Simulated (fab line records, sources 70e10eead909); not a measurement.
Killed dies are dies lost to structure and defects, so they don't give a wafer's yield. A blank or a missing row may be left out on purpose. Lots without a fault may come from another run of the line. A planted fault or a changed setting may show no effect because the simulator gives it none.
fab line records | flow nand_harc
record lots=5 wafers=14 last_day=24
route steps=1159 shown A_BONDPAD@1074 END@1159
lots that met no fault: from a run of the same line without faults
start_h: hours from the record's first day to the start of the lot's first wafer shown | wait_h: hours since the lot's step before | " the same as in the row above | L1.1+2: a row that stands for several wafers | - no value, or no start given | * or withheld: withheld | < > ~ a bound
route shown NAME@n: a module of which the file shows steps, and the number in the route of the first | usual: mean/standard deviation of fault-free wafers | same: alike in all rows | chamber/n: place in a boat | sites: the reading at each site | _std_site: their standard deviation | _edge_site: outer sites' mean less inner sites' | radius_mm: how far each site lies from the wafer's centre | mask NAME#n: copy n | behind: the tool/chamber that last shaped the wafer | hold: why the lot was held/for how many hours/how that ended | device: the transistor (n, p or np) that didn't switch | end of line: the same wafers' tests at the end of the route | a step without rows: its recipe alone | killed: dies lost to structure and defects at the first sort, not the wafer's yield | map: a wafer's dies, x killed, . not, _ none there
set.NAME: the setting as run; set.NAME@STEP: as run at that earlier step | model.NAME: the simulator's own value behind a step, which no gauge read
lots at some steps of the route; a table a step, a row a wafer
services: from which hour (start_h, from the record's first day; less than 0 if before it) a tool's chamber was out of use, for how many hours, and why
## steps
# step NHARC_A_BONDPAD_HARDBAKE_10
# recipe temp_c=118 time_s=65
# step NHARC_A_BONDPAD_DESCUM_11
# recipe time_s=3 o2_flow_sccm=200 ar_flow_sccm=0 bias_power_w=0 chemistry=O2
# usual drypump_motor_current_A=5.7/0.48 mfc_ar_sccm=0.013/0.012 oes_product_au=1.003/0.012 rf_vpp_V=57.8/1 showerhead_plenum_p_Torr=1.89/0.086 throttle_valve_pct=11.311/0.0089
# same bias_power_w=0
# columns lot.wafer tool chamber start_h wait_h drypump_motor_current_A mfc_ar_sccm oes_product_au rf_hours_counter_h rf_vpp_V showerhead_plenum_p_Torr throttle_valve_pct
L413.3 rie_diel-11 0 414.82 - 5.6 0.038 1.008 9 57.4 1.77 11.323
L413.6 " 0 " " 5.6 0.038 1.014 - 57.0 1.77 11.309
L413.5 " 1 " " 5.8 0.004 1.002 - 58.2 1.86 11.307
L419.1 rie_diel-11 3 439.65 - 5.1 0.012 0.997 13 58.5 1.81 11.320
L419.4 " 0 " " 5.7 0.038 0.997 14 56.6 1.77 11.329
L429.3 rie_diel-09 2 523.58 - 5.5 0.006 0.998 3 58.3 2.06 11.298
L429.5 " 2 " " 5.4 0.006 1.001 - 58.5 2.06 11.313
L429.6 " 3 " " 5.2 0 1.016 - 58.4 1.87 11.307
L432.4 rie_diel-11 2 534.05 - 5.2 0.006 1.011 30 58.4 1.87 11.320
L432.1 " 3 " " 5.1 0.012 1.005 30 57.3 1.80 11.305
L432.5 " 3 " " 5.1 0.012 1.004 - 56.0 1.80 11.309
L434.4 rie_diel-09 0 542.96 - 6.5 0.027 1.002 3 57.7 1.90 11.325
L434.1 " 2 " " 5.5 0.006 0.998 3 59.7 2.06 11.310
L434.6 " 3 " " 5.2 0 1.011 - 58.1 1.87 11.307
# step NHARC_A_BONDPAD_ETCH_34
# recipe target_depth_a=600 overetch_a=180 time_s=65.91 ion_energy_ev=200 n2_flow_sccm=150 h2_flow_sccm=150 ar_flow_sccm=0 rf_w=400 bias_w=150 chemistry=N2/H2
# step NHARC_A_BONDPAD_ETCH_12
# recipe target_depth_a=2200 time_s=110 chf3_flow_sccm=50 o2_flow_sccm=10 ar_flow_sccm=200 rf_w=500 bias_w=200 chemistry=CHF3/O2
# usual chf3_flow_sccm=50.01/0.13 drypump_motor_current_A=5.7/0.48 mfc_ar_sccm=200.0/0.59 oes_product_au=0.943/0.023 rf_fwd_power_W=496.7/1.9 rf_vpp_V=370.2/2.3 showerhead_plenum_p_Torr=2.38/0.1 throttle_valve_pct=20.572/0.0089
# columns lot.wafer tool chamber start_h wait_h chf3_flow_sccm drypump_motor_current_A mfc_ar_sccm oes_product_au rf_fwd_power_W rf_hours_counter_h rf_vpp_V showerhead_plenum_p_Torr throttle_valve_pct
L413.3 rie_diel-11 1 - - 50.12 5.8 200.1 0.928 497.1 7 368.8 2.34 20.569
L413.5 " 1 " " 49.99 5.8 200.2 0.925 497.6 - 369.5 2.34 20.567
L413.6 " 2 " " 49.94 5.2 201.0 0.938 498.3 - 368.3 2.36 20.571
L419.4 rie_diel-11 1 - - 50.29 5.8 200.6 0.928 495.8 12 369.5 2.33 20.587
L419.1 " 2 " " 49.97 5.2 200.4 0.914 495.6 13 369.5 2.36 20.562
L429.3 rie_diel-09 2 - - 50.00 5.5 199.0 0.941 496.4 3 375.1 2.58 20.564
L429.6 " 2 " " 49.92 5.5 199.4 0.939 496.8 - 374.5 2.58 20.584
L429.5 " 3 " " 50.09 5.3 200.9 0.943 497.5 - 369.1 2.35 20.579
L432.1 rie_diel-11 3 - - 50.15 5.1 200.0 0.935 496.1 30 367.7 2.27 20.575
L432.4 " 1 " " 49.92 5.8 199.2 0.931 494.0 29 369.1 2.33 20.578
L432.5 " 2 " " 49.95 5.2 199.4 0.942 496.1 - 369.6 2.35 20.577
L434.4 rie_diel-09 1 - - 50.11 6.3 200.0 0.948 498.3 4 370.3 2.44 20.575
L434.1 " 3 " " 50.24 5.2 200.0 0.956 498.4 3 369.4 2.35 20.579
L434.6 " 1 " " 49.99 6.3 200.1 0.955 498.4 - 370.9 2.44 20.568
# step NHARC_A_BONDPAD_CD_MEAS_13
# usual cd_nm=500.6/2.6
# columns lot.wafer tool chamber start_h wait_h cd_nm
L413.3 cd_sem-02 - 415.14 - 500.2
L413.5 " - " " 498.2
L413.6 " - " " 496.9
L419.1 cd_sem-03 - 439.97 - 499.8
L419.4 " - " " 500.2
L429.3 cd_sem-02 - 523.90 - 505.5
L429.5 " - " " 503.3
L429.6 " - " " 496.5
L432.1 cd_sem-03 - 534.38 - 501.5
L432.4 " - " " 498.6
L432.5 " - " " 506.3
L434.1 cd_sem-02 - 543.27 - 504.0
L434.4 " - " " 500.6
L434.6 " - " " 502.6
# step NHARC_A_BONDPAD_STRIP_15
# recipe o2_flow_sccm=500 ar_flow_sccm=0 bias_w=0 chemistry=O2
# step NHARC_A_BONDPAD_ETCH_24
# recipe target_depth_a=300 over_etch_frac=0.3 time_s=72.99 ion_energy_ev=150 cf4_flow_sccm=50 n2_flow_sccm=100 ar_flow_sccm=150 rf_w=300 bias_w=100 chemistry=CF4/N2
# step NHARC_A_BONDPAD_STRIP_16
# recipe time_s=600 temp_c=30 chemistry=post_etch_residue_remover
# step NHARC_A_BONDPAD_DEGAS_25
# recipe temp_c=300 time_s=60
# usual heater_power_w=451/34
# columns lot.wafer tool chamber start_h wait_h heater_power_w
L413.3 pvd_sputter-02 - 415.76 - 437
L413.5 " - " " 426
L413.6 " - " " 434
L419.4 pvd_sputter-01 - 440.64 - 466
L419.1 " - " " 475
L429.3 pvd_sputter-01 - 524.54 - 483
L429.6 " - " " 479
L429.5 " - " " 455
L432.1 pvd_sputter-01 - 535.02 - 472
L432.4 " - " " 465
L432.5 " - " " 480
L434.4 pvd_sputter-01 - 543.90 - 421
L434.1 " - " " 478
L434.6 " - " " 471
# step NHARC_A_BONDPAD_PRE_CLEAN_26
# recipe time_s=30 temp_c=280 gas=H2/He
# step NHARC_A_BONDPAD_PVD_17
# recipe target_thk_a=50 bias_v=168.6 power_w=15000 chamber_pressure_pa=0.12 time_s=8.06 substrate_temp_c=50 material=TaN
# usual throttle_valve_pct=29.6/0.98
# columns lot.wafer tool chamber start_h wait_h throttle_valve_pct
L413.3 pvd_sputter-02 - - - 30.0
L413.5 " - " " 28.3
L413.6 " - " " 31.1
L419.4 pvd_sputter-01 - - - 29.1
L419.1 " - " " 30.2
L429.3 pvd_sputter-01 - - - 29.2
L429.6 " - " " 28.7
L429.5 " - " " 29.4
L432.4 pvd_sputter-01 - - - 29.7
L432.1 " - " " 28.8
L432.5 " - " " 29.4
L434.1 pvd_sputter-01 - - - 28.9
L434.4 " - " " 30.0
L434.6 " - " " 30.8
# step NHARC_A_BONDPAD_PVD_27
# recipe target_thk_a=300 chamber_pressure_pa=5 power_w=5000 substrate_temp_c=30 time_s=20.49 material=Cu
# usual throttle_valve_pct=29.6/1
# columns lot.wafer tool chamber start_h wait_h throttle_valve_pct
L413.3 pvd_sputter-02 - - - 30.2
L413.5 " - " " 28.3
L413.6 " - " " 31.0
L419.1 pvd_sputter-01 - - - 29.0
L419.4 " - " " 29.3
L429.3 pvd_sputter-01 - - - 29.3
L429.6 " - " " 28.5
L429.5 " - " " 29.5
L432.4 pvd_sputter-01 - - - 29.5
L432.1 " - " " 30.5
L432.5 " - " " 29.5
L434.1 pvd_sputter-01 - - - 29.4
L434.4 " - " " 29.7
L434.6 " - " " 28.9
# step NHARC_A_BONDPAD_ECD_18
# recipe target_thk_a=4000 bath_temp_c=25 material=Cu
# columns lot.wafer tool chamber start_h wait_h
L413.3+6+5 ecd_cu-01 0,0,1 416.21 -
L419.1+4 ecd_cu-01 0 441.10 -
L429.3+6+5 ecd_cu-02 0,0,1 525.00 -
L432.1+4+5 ecd_cu-01 1,1,0 535.38 -
L434.1+4+6 ecd_cu-02 0 544.25 -
# step NHARC_A_BONDPAD_ANNEAL_28
# recipe temp_c=225 time_s=90
# step NHARC_A_BONDPAD_CMP_19
# recipe t_overpolish_s=30 cu_recess_touch_s=16 target_thk_nm=169.8
# step NHARC_A_BONDPAD_THK_MEAS_20
# recipe thk_meas_gauge=xrf
# usual thk_nm=169.4/1.8
# columns lot.wafer tool chamber start_h wait_h thk_nm
L413.3 film_metro-01 - 417.16 - 171.3
L413.5 " - " " 171.9
L413.6 " - " " 167.1
L419.1 film_metro-01 - 442.10 - 165.3
L419.4 " - " " 169.5
L429.3 film_metro-02 - 525.94 - 169.9
L429.5 " - " " 171.6
L429.6 " - " " 169.2
L432.1 film_metro-01 - 536.43 - 173.6
L432.4 " - " " 168.7
L432.5 " - " " 168.5
L434.1 film_metro-02 - 545.44 - 167.4
L434.4 " - " " 169.0
L434.6 " - " " 170.2
# step NHARC_A_BONDPAD_SRD_21
# recipe time_s=30 temp_c=23 dry_time_s=20 spin_rpm=1500
# step NHARC_END_SORT_01
# recipe temp_c=25
# usual defect_limited_yield=96.0/1.3 killed_at_array=24/8.4 killed_at_other=0.7/1.1 killed_at_periphery=2.9/1.7 killed_dies=27/8.6 killed_open=3.3/1.8 killed_short=1.8/1.4 sort_bin_2_pct=1.3/0.56 sort_bin_3_pct=0.19/0.18 sort_bin_4_pct=2.6/0.84 sort_n_pass=650/8.6 sort_rim_yield_pct=96.1/2.3 sort_yield_pct=96.0/1.3
# same gross_dies=677 sort_bin_5_pct[%]=0 sort_bin_6_pct[%]=0 sort_bin_7_pct[%]=0 sort_bin_8_pct[%]=0 sort_rim_n_gross=106.00
# columns lot.wafer tool chamber start_h wait_h hold defect_limited_yield[%] killed_at_array killed_at_other killed_at_periphery killed_dies killed_open killed_short sort_bin_2_pct[%] sort_bin_3_pct[%] sort_bin_4_pct[%] sort_n_pass sort_rim_yield_pct[%] sort_yield_pct[%]
L413.3 prober-01 0 464.76 3.1 - 97.2 16 2 1 19 3 3 1.2 0 1.6 658 97.2 97.2
L413.5 prober-01 0 466.37 3.7 - 97.2 14 1 4 19 5 2 0.9 0.15 1.8 658 96.2 97.2
L413.6 prober-01 0 467.18 4.0 - 97.5 14 2 1 17 3 1 1.0 0.15 1.3 660 96.2 97.5
L419.1 prober-01 0 478.75 2.5 await_dispo/4.1h/release 58.1 282 1 1 284 2 4 14.0 2.81 25.1 393 55.7 58.1
L419.4 prober-01 0 481.13 3.4 await_dispo/4.1h/release 56.3 290 1 5 296 7 0 16.4 2.36 25.0 381 48.1 56.3
L429.3 prober-01 0 558.74 3.1 - 94.7 28 0 8 36 4 1 1.2 0.30 3.8 641 99.1 94.7
L429.5 prober-01 0 560.33 3.7 - 95.6 26 0 4 30 2 1 1.5 0.30 2.7 647 97.2 95.6
L429.6 prober-01 0 561.12 4.0 - 96.9 18 0 3 21 2 2 0.7 0 2.4 656 100.0 96.9
L432.1 prober-01 0 567.27 2.5 - 97.3 16 0 2 18 2 3 0.6 0 2.1 659 94.3 97.3
L432.4 prober-01 0 569.67 3.4 - 96.0 26 0 1 27 6 2 0.9 0.30 2.8 650 99.1 96.0
L432.5 prober-01 0 570.46 3.7 - 96.2 24 0 2 26 4 4 0.7 0.15 3.0 651 95.3 96.2
L434.1 prober-02 0 573.47 2.5 - 96.0 26 0 1 27 2 2 1.2 0.15 2.7 650 97.2 96.0
L434.4 prober-02 0 575.89 3.4 - 97.5 13 0 4 17 1 0 1.3 0 1.2 660 93.4 97.5
L434.6 prober-02 0 577.50 4.0 - 95.6 27 0 3 30 2 1 1.0 0.15 3.2 647 97.2 95.6
# killed by level:class
L413.3 A_CHANNEL_HOLE_D1:chamber_film_flake=3 A_STAIRCASE:chamber_film_flake=2 A_SGD_CUT:chamber_film_flake=2 A_CONTACT:chamber_film_flake=2 A_M0:chamber_film_flake=2 P_M2:geometric_particle:open=1 A_ONON_D1:geometric_particle:open=1 A_CHANNEL_FILL_D1:geometric_particle:short=1
L413.5 A_SGD_CUT:chamber_film_flake=4 P_M1:geometric_particle:open=2 A_STAIRCASE:chamber_film_flake=2 A_WL_FILL:chamber_film_flake=2 A_CONTACT:chamber_film_flake=2 P_CONTACT:geometric_particle:open=1 P_M1:geometric_particle:short=1 A_CONTACT:geometric_particle:open=1
L413.6 A_CONTACT:chamber_film_flake=4 A_CHANNEL_HOLE_D1:chamber_film_flake=2 A_STAIRCASE:chamber_film_flake=2 A_SGD_CUT:chamber_film_flake=2 THIN_TSV:chamber_film_flake=2 P_CONTACT:geometric_particle:open=1 A_ONON_D1:geometric_particle:short=1 A_STAIRCASE:geometric_particle:open=1
L419.1 A_BONDPAD:unspecified=262 A_SLIT:chamber_film_flake=10 A_WL_FILL:geometric_particle:short=2 A_CHANNEL_HOLE_D1:chamber_film_flake=2 A_STAIRCASE:chamber_film_flake=2 P_M0:geometric_particle:open=1 A_SGD_CUT:geometric_particle:short=1 A_SGD_CUT:geometric_particle:open=1
L419.4 A_BONDPAD:unspecified=277 A_SLIT:chamber_film_flake=6 A_STAIRCASE:chamber_film_flake=4 P_CONTACT:geometric_particle:open=2 P_M0:geometric_particle:open=2 P_GATE:geometric_particle:open=1 A_BLC:geometric_particle:open=1 A_M0:geometric_particle:open=1
L429.3 A_CHANNEL_HOLE_D1:chamber_film_flake=20 P_CONTACT:geometric_particle:open=3 P_M0:chamber_film_flake=3 A_STAIRCASE:chamber_film_flake=3 A_CONTACT:chamber_film_flake=2 P_CONTACT:geometric_particle:short=1 A_CHANNEL_FILL_D1:geometric_particle:open=1 P_GATE:chamber_film_flake=1
L429.5 A_CHANNEL_HOLE_D1:chamber_film_flake=20 A_CONTACT:chamber_film_flake=4 P_M0:geometric_particle:short=1 P_M0:geometric_particle:open=1 A_CHANNEL_HOLE_D1:geometric_particle:open=1 P_GATE:chamber_film_flake=1 P_M0:chamber_film_flake=1 A_STAIRCASE:chamber_film_flake=1
L429.6 A_CHANNEL_HOLE_D1:chamber_film_flake=11 A_STAIRCASE:chamber_film_flake=3 P_CONTACT:geometric_particle:open=1 A_ONON_D1:geometric_particle:open=1 A_CHANNEL_FILL_D1:geometric_particle:short=1 A_SGD_CUT:geometric_particle:short=1 P_GATE:chamber_film_flake=1 P_M0:chamber_film_flake=1
L432.1 A_CONTACT:chamber_film_flake=6 A_CHANNEL_HOLE_D1:chamber_film_flake=4 A_ONON_D1:geometric_particle:short=2 A_CONTACT:geometric_particle:open=2 P_GATE:chamber_film_flake=2 A_CONTACT:geometric_particle:short=1 A_STAIRCASE:chamber_film_flake=1
L432.4 A_CONTACT:chamber_film_flake=10 A_CHANNEL_HOLE_D1:chamber_film_flake=4 A_STAIRCASE:chamber_film_flake=3 A_CHANNEL_FILL_D1:geometric_particle:open=2 A_ONON_D1:geometric_particle:open=1 A_SGD_CUT:geometric_particle:short=1 A_SLIT:geometric_particle:short=1 A_WL_FILL:geometric_particle:open=1
L432.5 A_STAIRCASE:chamber_film_flake=8 A_CHANNEL_HOLE_D1:chamber_film_flake=5 A_CONTACT:chamber_film_flake=4 P_M0:geometric_particle:short=2 A_M0:geometric_particle:open=2 A_ONON_D1:geometric_particle:open=1 A_ONON_D1:geometric_particle:short=1 A_CHANNEL_FILL_D1:geometric_particle:open=1
L434.1 A_CHANNEL_HOLE_D1:chamber_film_flake=10 A_CONTACT:chamber_film_flake=7 A_CHANNEL_FILL_D1:chamber_film_flake=2 A_STAIRCASE:chamber_film_flake=2 A_ONON_D1:geometric_particle:open=1 A_CONTACT:geometric_particle:open=1 A_BLC:geometric_particle:short=1 A_M0:geometric_particle:short=1
L434.4 A_CHANNEL_HOLE_D1:chamber_film_flake=8 P_ZERO_WELL:chamber_film_flake=3 A_CONTACT:chamber_film_flake=2 P_GATE:geometric_particle:open=1 A_CHANNEL_FILL_D1:chamber_film_flake=1 A_STAIRCASE:chamber_film_flake=1 A_SLIT:chamber_film_flake=1
L434.6 A_CHANNEL_HOLE_D1:chamber_film_flake=12 A_CONTACT:chamber_film_flake=6 A_STAIRCASE:chamber_film_flake=3 A_SLIT:chamber_film_flake=3 P_ZERO_WELL:chamber_film_flake=2 P_M0:geometric_particle:open=1 A_SGD_CUT:geometric_particle:short=1 A_CONTACT:geometric_particle:open=1
# map L419.4 (x killed, . not)
____________.____________
_________.xxx.xx_________
_______xxx..x..xxx_______
______....x..x.xx..______
_____xx....x.....x.._____
____xx..x.......xx...____
____x.xx.xx..xxx...x.____
___x..x...x..xxx..x.xx___
___.x.....x.........xx___
__.x..xx.xx..xxx.xxxx..__
__x..xx.x...x...x..x..x__
_..xx.x.x....xx.xxxx..x._
_..x.x....x.....x.x....._
_.x.x..x....xxx..x.x...._
_xx.....x.xx..x..xx...x._
_xx.......xxx..xxxx....x_
x.x......xxxxxxx.xx..x.x.
x.xx.x..xxx.xx.x.xxxxxxx.
.x.xx..x.......xxxx......
...x.x.xxx....x.x...x.x..
.x....x.x....xx..xx.x..xx
_...x.xx.xxxx.x.x..x..x._
_.xxxxx.x.xx.x...x.x...._
_xx..xx...x.x.x.xxx....x_
_.x..x...xxx..xxxxx.xx.._
_xx.x.xxx.....x.x.xxx.xx_
__.....x...xx.x.xxx.xxx__
__xx.xx.....xx....xxx.x__
___xx.xx.x...xxx.x...x___
___xxxx.x.xxxx.x.x.x.x___
____x..x....x........____
____..x.....x.x.xx..x____
_____..xxx....x...x._____
______x...x.....x.x______
_______..x...x.xx._______
_________.xxxxx._________
____________x____________
# map L432.4 (x killed, . not)
____________.____________
_________......._________
_______..........._______
______...x.........______
_____..............._____
____.................____
____.................____
___.................x.___
___...................___
__......x..............__
__.....................__
_......................._
_......................._
_......................x_
_....................x.._
_..x..........x.x......._
.......x...x..x..x.......
............x.x..x.x.....
.................x.......
.......x.................
.........................
_...........x..........._
_....................x.._
_......................._
_...............x......._
_.........x......x......_
__..............x......__
__.........x...........__
___...................___
___.........x.........___
____............x....____
____.................____
_____..............._____
______.............______
_______..........._______
_________......._________
____________.____________
## services
# columns tool chamber start_h hours kind
rie_diel-11 1 391.74 9.9 repair
pvd_sputter-02 - 392.01 10.0 pm
rie_diel-11 0 400.00 - clean
rie_diel-11 2 400.00 - clean
rie_diel-11 3 400.00 - clean
rie_diel-11 0 424.51 - clean
rie_diel-11 1 424.51 - clean
rie_diel-11 2 424.51 - clean
rie_diel-11 3 424.51 - clean
rie_diel-09 - 431.17 9.0 pm
ecd_cu-01 - 448.10 8.0 pm
rie_diel-11 0 449.28 - clean
rie_diel-11 1 449.28 - clean
rie_diel-11 2 449.28 - clean
rie_diel-11 3 449.28 - clean
rie_diel-11 0 469.31 12.6 repair
rie_diel-11 1 473.82 - clean
rie_diel-11 2 473.82 - clean
rie_diel-11 3 473.82 - clean
pvd_sputter-02 - 483.82 3.7 repair
rie_diel-11 0 498.32 - clean
pvd_sputter-02 - 510.73 4.9 repair
ecd_cu-02 - 532.26 8.0 pm
rie_diel-11 - 543.50 9.0 pm
## key
first_sign step=NHARC_END_SORT_01 reading=killed_at_array direction=up sigmas=31 usual=24 struck=286
effect step=NHARC_END_SORT_01 reading=killed_dies direction=up sigmas=31 usual=27 struck=290
more_kills_born_at NHARC_A_BONDPAD_ECD_18@ecd_cu-01=539
met_at NHARC_A_BONDPAD_ECD_18
struck_wafers L419.1,L419.4
onset_between 416.21 441.10
fault kind=chamber_particle_source tool=ecd_cu-01 chamber=0 onset_h=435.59 steps=NHARC_A_BONDPAD_ECD_18 rate_per_visit_cm2=0.52316 end_h=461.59
